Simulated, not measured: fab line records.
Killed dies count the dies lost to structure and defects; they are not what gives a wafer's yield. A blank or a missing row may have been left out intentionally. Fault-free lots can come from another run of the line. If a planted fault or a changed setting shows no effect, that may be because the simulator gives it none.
fab line records	flow n5Finfet	part 1 of 2: steps 1 to 4 of 6
record lots=19	wafers=57	lastDay=17
route steps=1938 shown BEOL_M0_SAQP@652 BEOL_M0_CUTY@711
lots that met no fault: from a run of the same line without faults
startH: hours from the record's opening day to when the first of the lot's shown wafers began	waitH: time in hours since the lot's previous step	" same as the row above	L1.1+2: a row that stands for several wafers	- no value, or no start was given	* or withheld: withheld	< > ~ a bound
route shown NAME@n: a module of which the file shows steps, and the number in the route of the first	usual: mean/standard deviation of fault-free wafers	same: alike in all rows	chamber/n: place in a boat	sites: readings site by site	_std_site: the standard deviation of these	_edge_site: outer sites' mean less inner sites'	radiusMm: how far each site lies from the wafer's centre	mask NAME#n: copy n	behind: the most recent tool/chamber to have shaped the wafer	hold: why the lot was held/for how many hours/how that ended	device: the n, p or np transistor that did not switch	end of line: tests run on the same wafers once the route is complete	step lacking rows: just its recipe	killed: the dies lost at the first sort to structure and to defects; this is not the yield of the wafer	map: the dies of a wafer, with x for killed, . for not killed, _ for no die there
set.NAME: the setting that was run; set.NAME@STEP: the one run at that earlier step	model.NAME: the simulator's own value behind a step, which no gauge read
steps of the route over a sample of lots; a table a step, a row a wafer
services: when a tool's chamber went out of use (startH, in hours from the record's first day, below 0 if earlier), for how many hours, and the reason
## steps
# step N5_BEOL_M0_SAQP_DESCUM_19
# recipe chemistry=O2	timeS=7.9	sourcePowerW=50	biasPowerW=20	pressureMtorr=20	rfFrequencyHz=2.712e+07	tempC=40	resist=CAR-ArF	o2FlowSccm=225
# usual biasPowerW=20.00/0.06	drypumpMotorCurrentA=5.9/0.34	oesProductAu=0.79/0.073	rfVppV=242.7/1.5	showerheadPlenumPTorr=2.07/0.081	tempC=40.01/0.11	throttleValvePct=20.4/0.34
lot.wafer	tool	chamber	startH	waitH	biasPowerW	drypumpMotorCurrentA	oesProductAu	rfHoursCounterH	rfVppV	showerheadPlenumPTorr	tempC	throttleValvePct
L074.2	rieDiel-02	3	116.46	0.1	20.07	6.2	0.87	56	241.1	2.01	40.04	20.1
L074.5	"	0	"	"	19.97	5.3	0.77	-	243.8	2.10	40.08	20.5
L074.6	"	3	"	"	19.93	6.2	0.86	-	243.0	2.01	39.93	20.0
L075.2	rieDiel-05	2	116.64	0.0	19.97	6.0	0.78	117	242.0	1.93	39.99	20.0
L075.5	"	0	"	"	20.04	5.5	0.91	-	243.3	2.05	40.08	20.1
L075.6	"	3	"	"	20.03	5.9	0.80	-	244.6	2.16	40.21	20.6
L076.1	rieDiel-05	0	122.31	0.0	19.98	5.5	0.91	40	242.3	2.05	40.02	20.0
L076.4	"	2	"	"	20.04	6.0	0.77	118	240.5	1.93	39.97	20.0
L076.6	"	1	"	"	20.03	5.5	0.73	-	241.1	2.03	40.00	21.2
L077.1	rieDiel-06	0	131.37	0.0	20.00	6.3	0.90	32	243.7	2.14	40.12	20.5
L077.4	"	1	"	"	20.07	5.8	0.74	-	241.5	1.99	39.92	20.7
L077.5	"	0	"	"	20.12	6.3	0.91	-	244.5	2.14	39.79	20.5
L078.1	rieDiel-06	1	132.13	0.3	20.09	5.7	0.73	202	242.0	1.99	40.11	20.7
L078.2	"	2	"	"	20.02	5.6	0.78	136	243.9	2.17	40.26	20.1
L078.3	"	0	"	"	20.08	6.3	0.91	33	243.4	2.14	39.99	20.5
L079.2	rieDiel-05	3	138.40	0.1	20.02	6.0	0.79	138	244.3	2.16	39.92	20.6
L079.4	"	2	"	"	20.07	6.0	0.77	123	239.8	1.93	40.06	20.0
L079.6	"	2	"	"	20.07	6.0	0.76	-	242.0	1.93	39.94	20.0
L080.2	rieDiel-06	3	143.47	1.0	20.01	6.4	0.98	0	241.9	2.07	39.88	20.0
L080.4	"	0	"	"	20.08	6.3	0.89	36	243.9	2.14	40.17	20.5
L080.5	"	1	"	"	20.00	5.7	0.73	-	241.4	1.99	40.08	20.7
L081.1	rieDiel-06	3	151.09	0.0	19.99	6.5	0.95	3	241.4	2.07	39.92	20.0
L081.4	"	0	"	"	19.98	6.3	0.89	39	242.6	2.14	40.20	20.5
L081.5	"	2	"	"	19.97	5.6	0.78	-	245.1	2.17	40.08	20.1
L083.1	rieDiel-05	3	161.69	0.0	19.94	5.9	0.78	145	244.2	2.16	40.11	20.6
L083.4	"	1	"	"	20.03	5.5	0.72	200	241.0	2.03	40.03	21.2
L083.5	"	3	"	"	20.00	6.0	0.78	-	243.6	2.16	39.99	20.6
L085.3	rieDiel-05	1	181.87	0.7	19.90	5.4	0.72	206	241.0	2.03	39.94	21.3
L085.4	"	0	"	"	19.97	5.5	0.87	59	243.0	2.05	39.95	20.1
L085.5	"	3	"	"	20.11	6.0	0.77	-	243.2	2.16	39.76	20.6
L086.3	rieDiel-02	0	186.70	0.0	19.93	5.2	0.75	156	242.9	2.09	40.12	20.5
L086.4	"	2	"	"	20.09	5.7	0.84	65	243.5	2.19	39.82	20.4
L086.6	"	1	"	"	20.14	6.0	0.70	-	240.8	2.01	39.86	20.6
L087.1	rieDiel-02	1	188.47	0.0	19.94	6.0	0.69	200	240.9	2.01	40.10	20.6
L087.4	"	0	"	"	20.01	5.3	0.74	156	243.5	2.09	40.07	20.5
L087.6	"	1	"	"	20.00	6.0	0.68	-	241.8	2.01	39.93	20.6
L089.2	rieDiel-05	2	199.90	0.0	19.96	6.0	0.75	141	241.4	1.92	40.04	20.0
L089.4	"	3	"	"	20.04	5.9	0.77	156	245.2	2.15	40.14	20.6
L089.6	"	2	"	"	19.97	6.0	0.75	-	240.8	1.92	40.00	20.0
L091.1	rieDiel-02	3	209.33	0.1	20.19	6.2	0.82	84	242.1	2.01	40.04	20.1
L091.3	"	2	"	"	20.01	5.7	0.84	73	244.3	2.19	39.92	20.4
L091.6	"	3	"	"	20.09	6.2	0.82	-	243.3	2.01	39.80	20.1
L093.2	rieDiel-02	3	224.23	0.9	20.04	6.2	0.82	87	242.8	2.00	40.17	20.1
L093.3	"	2	"	"	19.98	5.7	0.83	77	244.4	2.18	40.12	20.4
L093.5	"	3	"	"	20.04	6.2	0.82	-	243.1	2.00	40.07	20.1
L094.1	rieDiel-06	3	231.14	0.0	20.18	6.5	0.90	25	242.3	2.06	40.01	20.0
L094.4	"	0	"	"	19.97	6.3	0.87	61	242.7	2.13	39.88	20.5
L094.5	"	2	"	"	20.00	5.6	0.76	-	242.7	2.16	40.11	20.1
L095.1	rieDiel-06	2	236.91	0.0	19.99	5.6	0.75	166	243.7	2.16	39.91	20.1
L095.3	"	3	"	"	20.04	6.5	0.90	26	242.5	2.06	39.96	20.0
L095.6	"	2	"	"	20.03	5.6	0.76	-	244.7	2.16	39.96	20.1
L096.2	rieDiel-02	3	240.17	0.0	20.00	6.2	0.82	92	241.1	2.00	39.93	20.1
L096.3	"	0	"	"	19.97	5.2	0.74	171	243.7	2.09	40.27	20.5
L096.5	"	3	"	"	19.95	6.2	0.83	-	241.7	2.00	39.92	20.1
L097.1	rieDiel-06	2	248.06	0.0	20.13	5.6	0.75	169	244.4	2.16	39.81	20.1
L097.2	"	1	"	"	20.09	5.8	0.70	235	239.4	1.98	40.06	20.8
L097.3	"	0	"	"	20.01	6.3	0.85	66	243.3	2.13	39.81	20.5
# step N5_BEOL_M0_SAQP_RECESS_114
# recipe chemistry=HF/NH3	target=SiO2	targetDepthA=144	afsCycles=3	tempC=30	sublimationTempC=180	sublimationTimeS=60
# usual drypumpMotorCurrentA=6.0/0.61	forelinePTorr=0.1280/0.00052	tempC=30.01/0.11
lot.wafer	tool	chamber	startH	waitH	drypumpMotorCurrentA	forelinePTorr	tempC
L074.2	vaporEtch-02	0	117.03	0.0	6.7	0.1281	30.12
L074.5	"	1	"	"	5.6	0.1280	30.09
L074.6	"	0	"	"	6.7	0.1282	30.07
L075.2	vaporEtch-01	1	117.19	0.0	6.4	0.1283	29.85
L075.5	"	0	"	"	5.1	0.1289	30.26
L075.6	"	1	"	"	6.4	0.1282	30.01
L076.1	vaporEtch-02	1	122.82	0.0	5.6	0.1283	29.98
L076.4	"	0	"	"	6.7	0.1275	30.03
L076.6	"	0	"	"	6.7	0.1279	30.02
L077.1	vaporEtch-02	1	132.04	0.0	5.6	0.1277	29.98
L077.4	"	1	"	"	5.6	0.1283	30.04
L077.5	"	0	"	"	6.7	0.1281	29.97
L078.1	vaporEtch-02	1	132.73	0.0	5.6	0.1281	30.21
L078.2	"	0	"	"	6.7	0.1285	30.12
L078.3	"	1	"	"	5.6	0.1285	30.21
L079.2	vaporEtch-02	0	139.16	0.3	6.7	0.1282	29.94
L079.4	"	1	"	"	5.6	0.1280	30.04
L079.6	"	1	"	"	5.6	0.1275	30.07
L080.2	vaporEtch-02	1	144.01	0.0	5.6	0.1275	30.10
L080.4	"	1	"	"	5.6	0.1276	29.99
L080.5	"	1	"	"	5.6	0.1290	30.14
L081.1	vaporEtch-01	1	151.60	0.0	6.4	0.1286	29.95
L081.4	"	0	"	"	5.1	0.1285	29.88
L081.5	"	1	"	"	6.4	0.1285	29.93
L083.1	vaporEtch-01	1	162.19	0.0	6.4	0.1280	30.01
L083.4	"	1	"	"	6.4	0.1284	30.12
L083.5	"	0	"	"	5.1	0.1285	30.00
L085.3	vaporEtch-01	1	182.62	0.1	6.4	0.1287	29.99
L085.4	"	0	"	"	5.1	0.1293	29.97
L085.5	"	0	"	"	5.1	0.1284	30.01
L086.3	vaporEtch-02	1	187.32	0.1	5.6	0.1282	30.00
L086.4	"	0	"	"	6.7	0.1283	29.87
L086.6	"	0	"	"	6.7	0.1280	30.03
L087.1	vaporEtch-02	0	188.98	0.0	6.6	0.1275	29.86
L087.4	"	0	"	"	6.7	0.1280	29.98
L087.6	"	0	"	"	6.6	0.1275	29.86
L089.2	vaporEtch-02	0	200.40	0.0	6.7	0.1280	29.97
L089.4	"	0	"	"	6.6	0.1281	29.99
L089.6	"	0	"	"	6.7	0.1286	29.97
L091.1	vaporEtch-02	0	209.84	0.0	6.7	0.1282	29.96
L091.3	"	1	"	"	5.6	0.1282	30.18
L091.6	"	0	"	"	6.6	0.1283	30.07
L093.2	vaporEtch-01	0	225.03	0.0	5.1	0.1292	30.07
L093.3	"	0	"	"	5.2	0.1280	30.03
L093.5	"	1	"	"	6.4	0.1281	29.80
L094.1	vaporEtch-01	1	231.65	0.0	6.4	0.1274	30.19
L094.4	"	0	"	"	5.2	0.1274	29.93
L094.5	"	1	"	"	6.4	0.1286	30.07
L095.1	vaporEtch-01	1	237.42	0.0	6.4	0.1277	30.09
L095.3	"	1	"	"	6.4	0.1285	30.00
L095.6	"	0	"	"	5.1	0.1277	30.07
L096.2	vaporEtch-01	1	240.68	0.0	6.4	0.1272	29.98
L096.3	"	0	"	"	5.2	0.1271	30.14
L096.5	"	1	"	"	6.4	0.1280	30.04
L097.1	vaporEtch-02	0	248.58	0.0	6.7	0.1281	30.10
L097.2	"	1	"	"	5.6	0.1286	30.06
L097.3	"	0	"	"	6.7	0.1281	29.85
# step N5_BEOL_M0_SAQP_CD_MEAS_25
# recipe targetCdNm=13.1	landingEnergyEv=1000	detector=seInlens
# usual cdNm=12.84/0.22
lot.wafer	tool	chamber	startH	waitH	cdNm
L074.2	cdSem-01	0	118.09	0.1	12.67
L074.5	"	0	"	"	12.63
L074.6	"	0	"	"	12.46
L075.2	cdSem-02	0	118.54	0.1	12.53
L075.5	"	0	"	"	12.50
L075.6	"	0	"	"	12.73
L076.1	cdSem-02	0	124.93	0.1	12.96
L076.4	"	0	"	"	12.43
L076.6	"	0	"	"	12.93
L077.1	cdSem-02	0	133.15	0.1	12.94
L077.4	"	0	"	"	12.97
L077.5	"	0	"	"	12.38
L078.1	cdSem-02	0	133.91	0.1	12.78
L078.2	"	0	"	"	13.08
L078.3	"	0	"	"	12.66
L079.2	cdSem-02	0	140.39	0.1	12.59
L079.4	"	0	"	"	12.71
L079.6	"	0	"	"	12.91
L080.2	cdSem-02	0	145.21	0.1	13.10
L080.4	"	0	"	"	12.53
L080.5	"	0	"	"	12.76
L081.1	cdSem-03	0	152.66	0.1	13.20
L081.4	"	0	"	"	12.94
L081.5	"	0	"	"	12.66
L083.1	cdSem-02	0	163.64	0.1	12.87
L083.4	"	0	"	"	12.52
L083.5	"	0	"	"	13.07
L085.3	cdSem-01	0	183.58	0.1	13.10
L085.4	"	0	"	"	12.89
L085.5	"	0	"	"	12.82
L086.3	cdSem-01	0	189.91	0.1	13.02
L086.4	"	0	"	"	12.80
L086.6	"	0	"	"	13.06
L087.1	cdSem-01	0	190.45	0.1	12.70
L087.4	"	0	"	"	13.06
L087.6	"	0	"	"	12.65
L089.2	cdSem-01	0	203.43	0.1	12.96
L089.4	"	0	"	"	13.07
L089.6	"	0	"	"	12.95
L091.1	cdSem-02	0	210.89	0.1	12.46
L091.3	"	0	"	"	12.75
L091.6	"	0	"	"	12.74
L093.2	cdSem-03	0	226.13	0.1	12.99
L093.3	"	0	"	"	12.49
L093.5	"	0	"	"	12.89
L094.1	cdSem-01	0	232.73	0.1	12.94
L094.4	"	0	"	"	13.16
L094.5	"	0	"	"	12.77
L095.1	cdSem-01	0	238.47	0.1	12.88
L095.3	"	0	"	"	12.56
L095.6	"	0	"	"	12.78
L096.2	cdSem-02	0	241.74	0.1	12.99
L096.3	"	0	"	"	12.97
L096.5	"	0	"	"	13.23
L097.1	cdSem-01	0	249.75	0.1	12.73
L097.2	"	0	"	"	13.02
L097.3	"	0	"	"	12.89
# step N5_BEOL_M0_SAQP_DESCUM_45
# recipe chemistry=O2	timeS=7	sourcePowerW=50	biasPowerW=20	pressureMtorr=20	rfFrequencyHz=2.712e+07	tempC=40	resist=CAR-EUV	o2FlowSccm=225
# usual biasPowerW=19.99/0.069	drypumpMotorCurrentA=5.8/0.35	oesProductAu=0.78/0.073	rfVppV=242.7/1.7	showerheadPlenumPTorr=2.06/0.077	tempC=40.01/0.12	throttleValvePct=20.4/0.34
lot.wafer	tool	chamber	startH	waitH	biasPowerW	drypumpMotorCurrentA	oesProductAu	rfHoursCounterH	rfVppV	showerheadPlenumPTorr	tempC	throttleValvePct
L074.2	rieDiel-02	1	120.56	0.0	19.90	5.9	0.70	179	242.6	2.02	39.96	20.6
L074.5	"	1	"	"	19.96	6.0	0.71	-	241.1	2.02	40.00	20.6
L074.6	"	0	"	"	20.06	5.2	0.77	-	243.6	2.10	40.01	20.5
L075.2	rieDiel-05	1	121.64	0.0	20.06	5.5	0.73	188	240.5	2.03	40.07	21.2
L075.5	"	1	"	"	19.93	5.5	0.73	-	242.0	2.03	40.19	21.2
L075.6	"	2	"	"	20.03	6.0	0.78	-	240.2	1.93	39.83	20.0
L076.1	rieDiel-02	2	127.38	0.0	20.02	5.7	0.86	48	244.7	2.19	40.25	20.3
L076.4	"	3	"	"	19.98	6.2	0.86	60	243.0	2.01	40.18	20.1
L076.6	"	3	"	"	20.02	6.2	0.85	-	242.4	2.01	40.11	20.1
L077.1	rieDiel-05	1	135.55	0.1	19.99	5.5	0.73	191	241.8	2.03	39.87	21.2
L077.4	"	2	"	"	19.96	6.0	0.77	122	239.3	1.93	39.90	20.0
L077.5	"	1	"	"	19.94	5.5	0.73	-	241.7	2.03	39.91	21.2
L078.1	rieDiel-05	3	136.29	0.0	20.03	5.9	0.80	138	244.0	2.16	40.08	20.6
L078.2	"	2	"	"	20.05	6.0	0.77	122	241.3	1.93	40.09	20.0
L078.3	"	1	"	"	20.08	5.5	0.73	191	243.2	2.03	40.05	21.3
L079.2	rieDiel-05	1	144.78	1.0	20.09	5.5	0.73	194	240.8	2.03	40.01	21.2
L079.4	"	3	"	"	20.04	5.9	0.79	141	244.7	2.16	40.16	20.6
L079.6	"	3	"	"	20.02	5.9	0.79	-	244.3	2.16	40.21	20.6
L080.2	rieDiel-02	2	147.68	0.0	19.92	5.6	0.85	55	245.3	2.19	39.97	20.3
L080.4	"	0	"	"	19.81	5.2	0.75	143	242.5	2.10	40.13	20.5
L080.5	"	1	"	"	19.92	6.0	0.70	-	239.6	2.01	39.82	20.6
L081.1	rieDiel-06	1	155.11	0.0	19.89	5.7	0.73	209	241.6	1.99	40.32	20.7
L081.4	"	0	"	"	20.17	6.3	0.90	40	243.2	2.14	40.15	20.5
L081.5	"	2	"	"	20.10	5.6	0.78	-	245.5	2.17	40.04	20.1
L083.1	rieDiel-05	1	165.99	0.0	20.06	5.5	0.72	201	239.4	2.03	40.02	21.2
L083.4	"	2	"	"	20.11	6.0	0.76	132	240.2	1.92	40.23	20.0
L083.5	"	3	"	"	19.94	5.9	0.78	-	243.5	2.16	39.86	20.6
L085.3	rieDiel-06	1	187.26	0.0	20.00	5.8	0.72	217	242.5	1.98	40.02	20.8
L085.4	"	3	"	"	20.05	6.4	0.93	12	242.9	2.07	40.04	20.0
L085.5	"	1	"	"	19.96	5.8	0.72	-	241.5	1.98	40.14	20.8
L086.3	rieDiel-02	2	193.33	0.0	19.96	5.7	0.85	67	246.0	2.19	40.03	20.4
L086.4	"	0	"	"	19.98	5.2	0.75	-	243.3	2.09	40.03	20.5
L086.6	"	1	"	"	19.95	6.0	0.69	-	240.1	2.01	40.14	20.6
L087.1	rieDiel-02	2	193.86	0.0	19.98	5.7	0.84	67	245.7	2.19	39.91	20.4
L087.4	"	2	"	"	19.95	5.7	0.85	-	244.1	2.19	40.00	20.3
L087.6	"	0	"	"	19.87	5.2	0.74	-	243.8	2.09	39.83	20.5
L089.2	rieDiel-02	0	205.99	0.0	20.10	5.2	0.74	162	244.7	2.09	40.00	20.5
L089.4	"	2	"	"	20.08	5.7	0.83	72	244.6	2.19	39.87	20.3
L089.6	"	1	"	"	20.05	6.0	0.69	-	241.1	2.01	40.14	20.6
L091.1	rieDiel-02	1	213.21	0.1	20.04	6.0	0.69	208	242.3	2.01	40.06	20.6
L091.3	"	2	"	"	20.14	5.7	0.84	74	244.0	2.19	39.93	20.3
L091.6	"	2	"	"	20.10	5.7	0.84	-	244.0	2.18	40.08	20.4
L093.2	rieDiel-06	2	228.52	0.0	20.04	5.6	0.75	163	244.0	2.16	39.95	20.1
L093.3	"	1	"	"	20.02	5.8	0.72	229	241.0	1.98	39.83	20.8
L093.5	"	0	"	"	19.96	6.3	0.86	-	242.9	2.13	39.96	20.5
L094.1	rieDiel-05	1	234.98	0.1	19.96	5.5	0.71	221	243.3	2.02	40.00	21.3
L094.4	"	3	"	"	19.95	5.9	0.76	166	244.9	2.15	40.04	20.6
L094.5	"	2	"	"	19.97	6.0	0.74	-	240.7	1.92	40.05	20.1
L095.1	rieDiel-02	0	240.75	0.0	19.94	5.3	0.75	172	242.7	2.09	39.94	20.5
L095.3	"	1	"	"	20.00	6.0	0.68	216	241.2	2.00	39.98	20.6
L095.6	"	3	"	"	19.98	6.2	0.82	-	242.3	2.00	39.77	20.1
L096.2	rieDiel-02	3	244.19	0.1	19.99	6.2	0.82	94	244.3	2.00	40.00	20.1
L096.3	"	1	"	"	20.14	6.0	0.68	218	240.4	2.00	40.04	20.6
L096.5	"	0	"	"	19.96	5.2	0.75	-	242.4	2.09	39.90	20.5
L097.1	rieDiel-02	3	252.12	0.0	19.99	6.2	0.82	97	241.3	2.00	39.87	20.1
L097.2	"	0	"	"	19.98	5.2	0.73	176	243.9	2.09	39.99	20.5
L097.3	"	1	"	"	19.95	6.0	0.68	221	242.2	2.00	39.89	20.6
